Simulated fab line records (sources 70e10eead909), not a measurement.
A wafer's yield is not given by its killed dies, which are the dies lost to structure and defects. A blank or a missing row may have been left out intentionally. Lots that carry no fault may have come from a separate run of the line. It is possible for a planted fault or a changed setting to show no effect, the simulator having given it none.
fab line records / flow nand_harc
[record] lots = 6 wafers = 18 last_day = 32
route steps=1302 shown A_DECK1_JOINT@518 END@1302
lots untouched by any fault: they come from a run of this same line in which no faults occurred
start_h: the number of hours between the record's first day and the start of the first shown wafer of the lot / wait_h: time in hours since the lot's previous step / " the same as in the row above / L1.1+2: one row covering several wafers at once / - either no value or no given start / * or withheld: withheld / < > ~ a bound
route shown NAME@n: NAME is a module with steps in the file, n the number in the route of the first one / usual: the fault-free wafers' mean and standard deviation / same: alike in all rows / chamber/n: place in a boat / sites: per-site readings / _std_site: how widely they spread, as a standard deviation / _edge_site: inner sites' mean taken away from outer sites' mean / radius_mm: for every site, how far away it sits from the centre of the wafer / mask NAME#n: copy n / behind: the last tool/chamber to shape the wafer / hold: why the lot was held/for how many hours/how that ended / device: whichever transistor did not switch (one of n, p or np) / end of line: the same wafers' tests at the end of the route / a step without rows: its recipe alone / killed: dies lost to structure and defects at the first sort, not the wafer's yield / map: per-die view of a wafer (x killed, . not killed, _ where there is no die)
set.NAME: the setting that was run; set.NAME@STEP: the one run at that earlier step / model.NAME: the simulator's own value behind a step, which no gauge read
a table for each step, a row for each wafer; lots at some steps of the route
services: from which hour (start_h, from the record's first day; less than 0 if before it) a tool's chamber was out of use, for how many hours, and why
[[steps]]
[step NHARC_A_DECK1_JOINT_ETCHBACK_07]
[recipe] target_depth_a = 1050 time_s = 26.9 hbr_flow_sccm = 150 rf_w = 350 icp_w = 350 bias_w = 60 chemistry = HBr
[usual] drypump_motor_current_A = 5.7/0.45 oes_product_au = 1.000/0.01 run_length_s = 48.3/0.45 throttle_valve_pct = 23.266/0.0089
lot.wafer=L556.1 tool=rie_si-03 chamber=2 start_h=242.86 wait_h=0.1 drypump_motor_current_A=5.1 oes_product_au=0.998 rf_hours_counter_h=0.1 run_length_s=48.5 throttle_valve_pct=23.269
lot.wafer=L556.3 tool=rie_si-03 chamber=3 start_h=242.86 wait_h=0.1 drypump_motor_current_A=6.1 oes_product_au=1.014 rf_hours_counter_h=0.2 run_length_s=48.7 throttle_valve_pct=23.254
lot.wafer=L556.4 tool=rie_si-03 chamber=1 start_h=242.86 wait_h=0.1 drypump_motor_current_A=5.8 oes_product_au=1.002 rf_hours_counter_h=0.1 run_length_s=49.1 throttle_valve_pct=23.262
lot.wafer=L566.2 tool=rie_si-05 chamber=1 start_h=350.83 wait_h=0.1 drypump_motor_current_A=5.2 oes_product_au=1.009 rf_hours_counter_h=0.2 run_length_s=48.0 throttle_valve_pct=23.272
lot.wafer=L566.4 tool=rie_si-05 chamber=3 start_h=350.83 wait_h=0.1 drypump_motor_current_A=5.6 oes_product_au=1.003 rf_hours_counter_h=0.3 run_length_s=47.8 throttle_valve_pct=23.260
lot.wafer=L566.5 tool=rie_si-05 chamber=0 start_h=350.83 wait_h=0.1 drypump_motor_current_A=5.2 oes_product_au=0.998 rf_hours_counter_h=- run_length_s=48.5 throttle_valve_pct=23.269
lot.wafer=L571.3 tool=rie_si-03 chamber=0 start_h=394.82 wait_h=0.1 drypump_motor_current_A=5.3 oes_product_au=0.996 rf_hours_counter_h=1.1 run_length_s=47.6 throttle_valve_pct=23.253
lot.wafer=L571.2 tool=rie_si-03 chamber=2 start_h=394.82 wait_h=0.1 drypump_motor_current_A=5.1 oes_product_au=1.004 rf_hours_counter_h=1.0 run_length_s=48.5 throttle_valve_pct=23.272
lot.wafer=L571.5 tool=rie_si-03 chamber=0 start_h=394.82 wait_h=0.1 drypump_motor_current_A=5.3 oes_product_au=0.995 rf_hours_counter_h=- run_length_s=47.5 throttle_valve_pct=23.264
lot.wafer=L572.1 tool=rie_si-05 chamber=3 start_h=409.61 wait_h=0.1 drypump_motor_current_A=5.6 oes_product_au=1.007 rf_hours_counter_h=0.6 run_length_s=47.8 throttle_valve_pct=23.272
lot.wafer=L572.4 tool=rie_si-05 chamber=0 start_h=409.61 wait_h=0.1 drypump_motor_current_A=5.2 oes_product_au=1.007 rf_hours_counter_h=0.6 run_length_s=48.7 throttle_valve_pct=23.264
lot.wafer=L572.5 tool=rie_si-05 chamber=2 start_h=409.61 wait_h=0.1 drypump_motor_current_A=6.2 oes_product_au=1.020 rf_hours_counter_h=- run_length_s=48.1 throttle_valve_pct=23.272
lot.wafer=L574.1 tool=rie_si-04 chamber=0 start_h=430.65 wait_h=0.1 drypump_motor_current_A=6.4 oes_product_au=0.975 rf_hours_counter_h=0.6 run_length_s=48.1 throttle_valve_pct=23.255
lot.wafer=L574.2 tool=rie_si-04 chamber=1 start_h=430.65 wait_h=0.1 drypump_motor_current_A=5.9 oes_product_au=1.013 rf_hours_counter_h=0.6 run_length_s=47.9 throttle_valve_pct=23.255
lot.wafer=L574.3 tool=rie_si-04 chamber=3 start_h=430.65 wait_h=0.1 drypump_motor_current_A=6.3 oes_product_au=0.997 rf_hours_counter_h=0.5 run_length_s=48.3 throttle_valve_pct=23.269
lot.wafer=L575.3 tool=rie_si-05 chamber=3 start_h=445.03 wait_h=0.1 drypump_motor_current_A=5.6 oes_product_au=0.991 rf_hours_counter_h=0.8 run_length_s=47.7 throttle_valve_pct=23.279
lot.wafer=L575.2 tool=rie_si-05 chamber=0 start_h=445.03 wait_h=0.1 drypump_motor_current_A=5.2 oes_product_au=0.989 rf_hours_counter_h=0.8 run_length_s=48.7 throttle_valve_pct=23.269
lot.wafer=L575.5 tool=rie_si-05 chamber=1 start_h=445.03 wait_h=0.1 drypump_motor_current_A=5.2 oes_product_au=0.989 rf_hours_counter_h=- run_length_s=48.2 throttle_valve_pct=23.256
[step NHARC_A_DECK1_JOINT_ETCH_25]
[recipe] target_depth_a = 5 chemistry = dHF material = SiO2
[step NHARC_A_DECK1_JOINT_ETCH_19]
[recipe] temp_c = 25 target_depth_a = 30 chemistry = TMAH material = poly-Si
[step NHARC_A_DECK1_JOINT_ETCH_18]
[recipe] target_depth_a = 30 chemistry = dHF material = SiO2
[step NHARC_A_DECK1_JOINT_WET_08]
[recipe] temp_c = 160 time_s = 86 chemistry = H3PO4
[step NHARC_A_DECK1_JOINT_ETCH_09]
[recipe] target_depth_a = 50 chemistry = dHF material = SiO2
[step NHARC_A_DECK1_JOINT_WET_10]
[recipe] temp_c = 160 time_s = 86 chemistry = H3PO4
[step NHARC_A_DECK1_JOINT_ETCH_11]
[recipe] target_depth_a = 350 chemistry = dHF material = SiO2
[step NHARC_A_DECK1_JOINT_CVD_12]
[recipe] target_thk_a = 900 temp_c = 620 pressure_mtorr = 200 time_s = 1800 material = poly-Si
[step NHARC_A_DECK1_JOINT_CMP_13]
[recipe] target_thk_nm = 51.023
[usual] motor_current_A = 12.0/1.3 slurry_filter_dp_kPa = 13.52/0.14 time_to_endpoint_s = 9.0/2.6
lot.wafer=L556.4 tool=cmp-01 chamber=2 start_h=253.27 wait_h=0.4 motor_current_A=12.8 slurry_filter_dp_kPa=13.06 time_to_endpoint_s=9.2
lot.wafer=L556.3 tool=cmp-01 chamber=3 start_h=253.27 wait_h=0.4 motor_current_A=11.0 slurry_filter_dp_kPa=13.52 time_to_endpoint_s=13.1
lot.wafer=L556.1 tool=cmp-01 chamber=0 start_h=253.27 wait_h=0.4 motor_current_A=14.0 slurry_filter_dp_kPa=13.72 time_to_endpoint_s=7.9
lot.wafer=L566.2 tool=cmp-03 chamber=3 start_h=361.49 wait_h=0.4 motor_current_A=10.7 slurry_filter_dp_kPa=13.67 time_to_endpoint_s=6.9
lot.wafer=L566.4 tool=cmp-03 chamber=0 start_h=361.49 wait_h=0.4 motor_current_A=15.6 slurry_filter_dp_kPa=13.63 time_to_endpoint_s=4.6
lot.wafer=L566.5 tool=cmp-03 chamber=3 start_h=361.49 wait_h=0.4 motor_current_A=11.7 slurry_filter_dp_kPa=13.40 time_to_endpoint_s=5.0
lot.wafer=L571.2 tool=cmp-03 chamber=0 start_h=404.92 wait_h=0.4 motor_current_A=15.4 slurry_filter_dp_kPa=13.57 time_to_endpoint_s=10.6
lot.wafer=L571.3 tool=cmp-03 chamber=1 start_h=404.92 wait_h=0.4 motor_current_A=10.4 slurry_filter_dp_kPa=13.26 time_to_endpoint_s=8.9
lot.wafer=L571.5 tool=cmp-03 chamber=1 start_h=404.92 wait_h=0.4 motor_current_A=10.5 slurry_filter_dp_kPa=13.37 time_to_endpoint_s=10.1
lot.wafer=L572.1 tool=cmp-03 chamber=2 start_h=419.86 wait_h=0.4 motor_current_A=11.6 slurry_filter_dp_kPa=13.76 time_to_endpoint_s=9.8
lot.wafer=L572.4 tool=cmp-03 chamber=3 start_h=419.86 wait_h=0.4 motor_current_A=11.8 slurry_filter_dp_kPa=13.57 time_to_endpoint_s=8.8
lot.wafer=L572.5 tool=cmp-03 chamber=2 start_h=419.86 wait_h=0.4 motor_current_A=12.0 slurry_filter_dp_kPa=13.65 time_to_endpoint_s=8.5
lot.wafer=L574.2 tool=cmp-01 chamber=2 start_h=441.33 wait_h=0.4 motor_current_A=12.4 slurry_filter_dp_kPa=13.69 time_to_endpoint_s=10.5
lot.wafer=L574.1 tool=cmp-01 chamber=0 start_h=441.33 wait_h=0.4 motor_current_A=13.6 slurry_filter_dp_kPa=13.64 time_to_endpoint_s=9.5
lot.wafer=L574.3 tool=cmp-01 chamber=1 start_h=441.33 wait_h=0.4 motor_current_A=12.1 slurry_filter_dp_kPa=13.18 time_to_endpoint_s=9.5
lot.wafer=L575.3 tool=cmp-01 chamber=0 start_h=458.21 wait_h=0.4 motor_current_A=12.7 slurry_filter_dp_kPa=13.48 time_to_endpoint_s=8.9
lot.wafer=L575.2 tool=cmp-01 chamber=1 start_h=458.21 wait_h=0.4 motor_current_A=11.9 slurry_filter_dp_kPa=13.74 time_to_endpoint_s=5.4
lot.wafer=L575.5 tool=cmp-01 chamber=0 start_h=458.21 wait_h=0.4 motor_current_A=13.0 slurry_filter_dp_kPa=13.52 time_to_endpoint_s=7.7
[step NHARC_A_DECK1_JOINT_THK_MEAS_14]
[recipe] thk_meas_gauge = ellipsometry
[usual] thk_nm = 51.2/1.5
lot.wafer=L556.1 tool=film_metro-01 chamber=- start_h=253.54 wait_h=0.2 thk_nm=51.4
lot.wafer=L556.3 tool=film_metro-01 chamber=- start_h=253.54 wait_h=0.2 thk_nm=50.5
lot.wafer=L556.4 tool=film_metro-01 chamber=- start_h=253.54 wait_h=0.2 thk_nm=51.9
lot.wafer=L566.2 tool=film_metro-01 chamber=- start_h=361.73 wait_h=0.2 thk_nm=50.8
lot.wafer=L566.4 tool=film_metro-01 chamber=- start_h=361.73 wait_h=0.2 thk_nm=49.8
lot.wafer=L566.5 tool=film_metro-01 chamber=- start_h=361.73 wait_h=0.2 thk_nm=49.4
lot.wafer=L571.2 tool=film_metro-01 chamber=- start_h=405.18 wait_h=0.2 thk_nm=49.9
lot.wafer=L571.3 tool=film_metro-01 chamber=- start_h=405.18 wait_h=0.2 thk_nm=50.2
lot.wafer=L571.5 tool=film_metro-01 chamber=- start_h=405.18 wait_h=0.2 thk_nm=50.0
lot.wafer=L572.1 tool=film_metro-02 chamber=- start_h=420.09 wait_h=0.2 thk_nm=48.2
lot.wafer=L572.4 tool=film_metro-02 chamber=- start_h=420.09 wait_h=0.2 thk_nm=48.8
lot.wafer=L572.5 tool=film_metro-02 chamber=- start_h=420.09 wait_h=0.2 thk_nm=52.4
lot.wafer=L574.1 tool=film_metro-02 chamber=- start_h=441.59 wait_h=0.2 thk_nm=53.5
lot.wafer=L574.2 tool=film_metro-02 chamber=- start_h=441.59 wait_h=0.2 thk_nm=50.8
lot.wafer=L574.3 tool=film_metro-02 chamber=- start_h=441.59 wait_h=0.2 thk_nm=51.4
lot.wafer=L575.2 tool=film_metro-02 chamber=- start_h=458.44 wait_h=0.2 thk_nm=51.8
lot.wafer=L575.3 tool=film_metro-02 chamber=- start_h=458.44 wait_h=0.2 thk_nm=51.4
lot.wafer=L575.5 tool=film_metro-02 chamber=- start_h=458.44 wait_h=0.2 thk_nm=52.2
[step NHARC_A_DECK1_JOINT_SRD_04]
[step NHARC_A_DECK1_JOINT_ETCHBACK_00]
[recipe] target_depth_a = 300 time_s = 17.4 hbr_flow_sccm = 150 rf_w = 350 icp_w = 350 bias_w = 60 chemistry = HBr
[usual] drypump_motor_current_A = 5.8/0.45 oes_product_au = 1.000/0.011 run_length_s = 38.7/0.42 throttle_valve_pct = 23.266/0.0089
lot.wafer=L556.4 tool=rie_si-05 chamber=3 start_h=253.69 wait_h=0.1 drypump_motor_current_A=5.5 oes_product_au=0.981 rf_hours_counter_h=0.6 run_length_s=38.4 throttle_valve_pct=23.267
lot.wafer=L556.3 tool=rie_si-05 chamber=1 start_h=253.69 wait_h=0.1 drypump_motor_current_A=5.2 oes_product_au=0.993 rf_hours_counter_h=0.6 run_length_s=38.7 throttle_valve_pct=23.260
lot.wafer=L556.1 tool=rie_si-05 chamber=2 start_h=253.69 wait_h=0.1 drypump_motor_current_A=6.2 oes_product_au=0.997 rf_hours_counter_h=0.6 run_length_s=38.6 throttle_valve_pct=23.266
lot.wafer=L566.2 tool=rie_si-03 chamber=0 start_h=361.86 wait_h=0.1 drypump_motor_current_A=5.3 oes_product_au=0.994 rf_hours_counter_h=0.9 run_length_s=38.0 throttle_valve_pct=23.252
lot.wafer=L566.4 tool=rie_si-03 chamber=3 start_h=361.86 wait_h=0.1 drypump_motor_current_A=6.1 oes_product_au=1.016 rf_hours_counter_h=0.9 run_length_s=39.1 throttle_valve_pct=23.266
lot.wafer=L566.5 tool=rie_si-03 chamber=1 start_h=361.86 wait_h=0.1 drypump_motor_current_A=5.8 oes_product_au=1.015 rf_hours_counter_h=- run_length_s=39.1 throttle_valve_pct=23.272
lot.wafer=L571.2 tool=rie_si-05 chamber=3 start_h=405.30 wait_h=0.1 drypump_motor_current_A=5.6 oes_product_au=1.008 rf_hours_counter_h=0.5 run_length_s=33.5 throttle_valve_pct=23.271
lot.wafer=L571.3 tool=rie_si-05 chamber=1 start_h=405.30 wait_h=0.1 drypump_motor_current_A=5.2 oes_product_au=0.996 rf_hours_counter_h=0.6 run_length_s=38.2 throttle_valve_pct=23.256
lot.wafer=L571.5 tool=rie_si-05 chamber=0 start_h=405.30 wait_h=0.1 drypump_motor_current_A=5.2 oes_product_au=0.995 rf_hours_counter_h=- run_length_s=34.3 throttle_valve_pct=23.243
lot.wafer=L572.4 tool=rie_si-05 chamber=1 start_h=420.25 wait_h=0.1 drypump_motor_current_A=5.2 oes_product_au=1.011 rf_hours_counter_h=0.6 run_length_s=38.2 throttle_valve_pct=23.277
lot.wafer=L572.1 tool=rie_si-05 chamber=2 start_h=420.25 wait_h=0.1 drypump_motor_current_A=6.2 oes_product_au=1.016 rf_hours_counter_h=0.7 run_length_s=38.8 throttle_valve_pct=23.274
lot.wafer=L572.5 tool=rie_si-05 chamber=0 start_h=420.25 wait_h=0.1 drypump_motor_current_A=5.2 oes_product_au=1.004 rf_hours_counter_h=- run_length_s=34.4 throttle_valve_pct=23.264
lot.wafer=L574.2 tool=rie_si-03 chamber=2 start_h=441.75 wait_h=0.1 drypump_motor_current_A=5.1 oes_product_au=1.005 rf_hours_counter_h=0.2 run_length_s=39.0 throttle_valve_pct=23.255
lot.wafer=L574.1 tool=rie_si-03 chamber=3 start_h=441.75 wait_h=0.1 drypump_motor_current_A=6.2 oes_product_au=0.990 rf_hours_counter_h=0.1 run_length_s=39.5 throttle_valve_pct=23.259
lot.wafer=L574.3 tool=rie_si-03 chamber=0 start_h=441.75 wait_h=0.1 drypump_motor_current_A=5.3 oes_product_au=0.993 rf_hours_counter_h=0.1 run_length_s=38.1 throttle_valve_pct=23.263
lot.wafer=L575.3 tool=rie_si-03 chamber=0 start_h=458.59 wait_h=0.1 drypump_motor_current_A=5.3 oes_product_au=1.009 rf_hours_counter_h=0.2 run_length_s=37.9 throttle_valve_pct=23.262
lot.wafer=L575.2 tool=rie_si-03 chamber=1 start_h=458.59 wait_h=0.1 drypump_motor_current_A=5.7 oes_product_au=0.992 rf_hours_counter_h=0.2 run_length_s=38.9 throttle_valve_pct=23.262
lot.wafer=L575.5 tool=rie_si-03 chamber=0 start_h=458.59 wait_h=0.1 drypump_motor_current_A=5.3 oes_product_au=1.000 rf_hours_counter_h=- run_length_s=38.4 throttle_valve_pct=23.269
[step NHARC_A_DECK1_JOINT_PRECLEAN_30]
[recipe] time_s = * temp_c = 50 bath_age_min = 0 chemistry = SC1
[step NHARC_END_SORT_01]
[recipe] temp_c = 25
[usual] killed_at_array = 59/20 killed_at_other = 0.8/1.2 killed_at_periphery = 3.5/2.2 killed_dies = 63/20 killed_open = 3.3/1.8 killed_short = 2.6/1.7
[same] gross_dies = 677
lot.wafer=L556.1 tool=prober-01 chamber=0 start_h=567.67 wait_h=2.5 killed_at_array=58 killed_at_other=0 killed_at_periphery=1 killed_dies=59 killed_open=3 killed_short=1
lot.wafer=L556.3 tool=prober-01 chamber=0 start_h=569.24 wait_h=3.1 killed_at_array=47 killed_at_other=0 killed_at_periphery=4 killed_dies=51 killed_open=3 killed_short=3
lot.wafer=L556.4 tool=prober-01 chamber=0 start_h=570.02 wait_h=3.4 killed_at_array=45 killed_at_other=1 killed_at_periphery=2 killed_dies=48 killed_open=1 killed_short=4
// killed by level:class
L556.1 A_CHANNEL_HOLE_D1:chamber_film_flake=37 A_CHANNEL_HOLE_D2:chamber_film_flake=6 A_CHANNEL_FILL_D2:chamber_film_flake=3 A_DECK1_JOINT:chamber_film_flake=2 A_SGD_CUT:chamber_film_flake=2 A_CONTACT:chamber_film_flake=2 A_SOURCE_PLATE:geometric_particle:open=1 A_CHANNEL_HOLE_D1:geometric_particle:short=1
L556.3 A_CHANNEL_HOLE_D1:chamber_film_flake=29 A_CHANNEL_HOLE_D2:chamber_film_flake=4 A_CONTACT:chamber_film_flake=4 A_STAIRCASE:chamber_film_flake=2 A_DECK1_JOINT:chamber_film_flake=2 P_STI:chamber_film_flake=1 P_GATE:geometric_particle:open=1 P_M0:geometric_particle:open=1
L556.4 A_CHANNEL_HOLE_D1:chamber_film_flake=22 A_CHANNEL_HOLE_D2:chamber_film_flake=11 A_SGD_CUT:chamber_film_flake=3 A_STAIRCASE:chamber_film_flake=3 A_ONON_D2:geometric_particle:short=2 P_ZERO_WELL:chamber_film_flake=2 A_SOURCE_PLATE:geometric_particle:open=1 A_CHANNEL_FILL_D2:geometric_particle:short=1
[[services]]
tool=rie_si-03 chamber=- start_h=221.00 hours=9.0 kind=pm
tool=rie_si-05 chamber=3 start_h=230.74 hours=5.5 kind=repair
tool=rie_si-05 chamber=1 start_h=245.32 hours=2.1 kind=repair
tool=rie_si-03 chamber=3 start_h=264.32 hours=1.9 kind=repair
tool=cmp-01 chamber=- start_h=283.50 hours=4.0 kind=pm
tool=cmp-03 chamber=- start_h=290.85 hours=1.1 kind=repair
tool=rie_si-05 chamber=2 start_h=291.42 hours=3.1 kind=repair
tool=cmp-03 chamber=- start_h=296.36 hours=4.0 kind=pm
tool=cmp-01 chamber=- start_h=301.11 hours=0.6 kind=repair
tool=rie_si-05 chamber=- start_h=305.00 hours=9.0 kind=pm
tool=cmp-03 chamber=- start_h=323.05 hours=0.3 kind=repair
tool=cmp-03 chamber=- start_h=331.82 hours=2.1 kind=repair
tool=cmp-01 chamber=- start_h=348.53 hours=2.3 kind=repair
tool=cmp-01 chamber=- start_h=352.04 hours=4.2 kind=repair
tool=rie_si-05 chamber=- start_h=357.82 hours=0.8 kind=repair
tool=rie_si-03 chamber=2 start_h=377.37 hours=6.9 kind=repair
tool=rie_si-03 chamber=0 start_h=379.58 hours=3.7 kind=repair
tool=cmp-01 chamber=- start_h=381.50 hours=4.0 kind=pm
tool=rie_si-05 chamber=3 start_h=388.86 hours=5.1 kind=repair
tool=cmp-03 chamber=- start_h=394.36 hours=4.0 kind=pm
tool=rie_si-03 chamber=- start_h=398.00 hours=9.0 kind=pm
tool=rie_si-03 chamber=3 start_h=418.36 hours=5.5 kind=repair
tool=cmp-01 chamber=- start_h=432.68 hours=2.5 kind=repair
tool=cmp-03 chamber=- start_h=452.73 hours=1.6 kind=repair
[[key]]
[first_sign] step = NHARC_A_DECK1_JOINT_ETCHBACK_00 reading = run_length_s direction = down sigmas = 11 usual = * struck = *
effect none on later readings
met_at NHARC_A_DECK1_JOINT_ETCHBACK_00
struck_wafers L571.2,L571.5,L572.5
tester_left_out L571,L572
onset_between 253.69 405.30
[fault] kind = process_parameter_drift tool = rie_si-05 chamber = - onset_h = 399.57 steps = NHARC_A_DECK1_JOINT_ETCHBACK_00 channel = time_s offset = * shape = step end_h = 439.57 scope = struck_wafers_only acts_in = * stated = *
// tester_left_out: of these lots the tester's yield and bins aren't shown, on N5 and GAA mostly nor the transistor test; their killed dies are dies lost to structure and defects alone, not to doping, threshold or leakage, so they don't give the yield
